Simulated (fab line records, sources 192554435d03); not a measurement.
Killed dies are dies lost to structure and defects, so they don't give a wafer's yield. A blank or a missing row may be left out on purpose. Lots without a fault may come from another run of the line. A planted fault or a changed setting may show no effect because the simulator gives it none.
Chamber matching | flow n5_finfet | N5_BEOL_M1_STRIP_36 on rie_diel-06: 4 sister chambers
The step strips in N2/H2. 18 wafers are shown with their chamber, then 9 later ones without.

WAFERS WITH THEIR CHAMBER
wafer  | chamber | showerhead_plenum_p_Torr (Torr) | throttle_valve_pct (%) | drypump_motor_current_A (A)
L075.2 | 1       | 2.71                            | 23.3                   | 6.6
L075.4 | 0       | 2.42                            | 23.4                   | 5.1
L075.5 | 2       | 2.50                            | 23.9                   | 5.9
L076.1 | 1       | 2.70                            | 23.3                   | 6.6
L076.3 | 2       | 2.50                            | 23.9                   | 5.9
L076.4 | 3       | 2.64                            | 23.6                   | 6.5
L079.1 | 1       | 2.70                            | 23.3                   | 6.6
L079.3 | 3       | 2.64                            | 23.6                   | 6.5
L079.5 | 3       | 2.64                            | 23.7                   | 6.5
L080.1 | 3       | 2.64                            | 23.6                   | 6.4
L080.2 | 0       | 2.42                            | 23.4                   | 5.2
L080.4 | 1       | 2.70                            | 23.3                   | 6.6
L082.1 | 1       | 2.70                            | 23.3                   | 6.6
L082.2 | 0       | 2.42                            | 23.4                   | 5.1
L082.6 | 2       | 2.50                            | 23.9                   | 5.9
L087.2 | 3       | 2.64                            | 23.6                   | 6.6
L087.4 | 0       | 2.41                            | 23.4                   | 5.2
L087.6 | 1       | 2.70                            | 23.3                   | 6.6

SIGNATURES (means of the wafers above)
reading                  | chamber 0 | chamber 1 | chamber 2 | chamber 3 | scatter within a chamber
showerhead_plenum_p_Torr | 2.4175    | 2.7017    | 2.5000    | 2.6400    | 0.00336
throttle_valve_pct       | 23.400    | 23.300    | 23.900    | 23.620    | 0.0239
drypump_motor_current_A  | 5.150     | 6.600     | 5.900     | 6.500     | 0.0463
Rule: a wafer's distance from a chamber is the root of the sum, over the readings, of the square of ((its reading less the chamber's mean) divided by the reading's scatter). The wafer belongs to the nearest chamber; if the next one is less than 2 further off, it can't be placed. The scatter: the root of (the sum of the squares of (reading less its chamber's mean) over the shown wafers, divided by (wafers less chambers)).

WAFERS WITHOUT THEIR CHAMBER
wafer  | showerhead_plenum_p_Torr (Torr) | throttle_valve_pct (%) | drypump_motor_current_A (A)
L091.2 | 2.63                            | 23.7                   | 6.4
L091.3 | 2.41                            | 23.4                   | 5.1
L091.4 | 2.49                            | 23.6                   | 5.9
L093.2 | 2.63                            | 23.7                   | 6.5
L093.4 | 2.41                            | 23.4                   | 5.2
L093.6 | 2.69                            | 23.3                   | 6.6
L095.1 | 2.49                            | 23.6                   | 5.9
L095.3 | 2.69                            | 23.3                   | 6.6
L095.4 | 2.63                            | 23.7                   | 6.5

WHICH CHAMBER EACH WENT THROUGH
wafer  | from the rows above | in truth
L091.2 | 3                   | 3
L091.3 | 0                   | 0
L091.4 | 2                   | 2
L093.2 | 3                   | 3
L093.4 | 0                   | 0
L093.6 | 1                   | 1
L095.1 | 2                   | 2
L095.3 | 1                   | 1
L095.4 | 3                   | 3
Placed correctly: 9 of 9. Can't be placed from these rows: 0. Placed wrongly: 0.
